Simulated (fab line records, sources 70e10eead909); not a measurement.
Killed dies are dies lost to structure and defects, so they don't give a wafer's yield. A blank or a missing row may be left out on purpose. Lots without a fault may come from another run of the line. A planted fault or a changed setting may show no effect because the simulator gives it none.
Chamber matching | flow nand_harc | NHARC_P_M0_DEP_32 on pecvd-01: 3 sister chambers
The step deposits SiCN, target thk 30 nm. 6 wafers are shown with their chamber, then 7 later ones without.

WAFERS WITH THEIR CHAMBER
wafer  | chamber | heater_power_w (W)
L080.1 | 2       | 489
L080.2 | 1       | 578
L082.1 | 2       | 446
L082.6 | 0       | 540
L090.1 | 1       | 688
L090.2 | 0       | 542

WAFERS WITHOUT THEIR CHAMBER
wafer  | heater_power_w (W)
L090.3 | 508
L091.3 | 516
L091.5 | 524
L091.6 | 577
L093.2 | 563
L093.4 | 606
L093.6 | 491

WHICH CHAMBER EACH WENT THROUGH
wafer  | from the rows above          | in truth
L090.3 | can't be placed: 0 or 2 or 1 | 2
L091.3 | can't be placed: 0 or 2 or 1 | 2
L091.5 | can't be placed: 0 or 2 or 1 | 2
L091.6 | can't be placed: 0 or 1 or 2 | 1
L093.2 | can't be placed: 0 or 1 or 2 | 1
L093.4 | can't be placed: 1 or 0      | 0
L093.6 | can't be placed: 2 or 0      | 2
Placed correctly: 0 of 7. Can't be placed from these rows: 7 (the true chamber is among the candidates in 7). Placed wrongly: 0.
How it was worked out, from the rows above alone: a wafer's distance from a chamber is the root of the sum, over the readings, of the square of ((its reading less the chamber's mean) divided by the reading's scatter). The wafer belongs to the nearest chamber; if the next one is less than 2 further off, it can't be placed. A chamber's mean is the mean of its shown wafers. The scatter: the root of (the sum of the squares of (reading less its chamber's mean) over the shown wafers, divided by (wafers less chambers)).
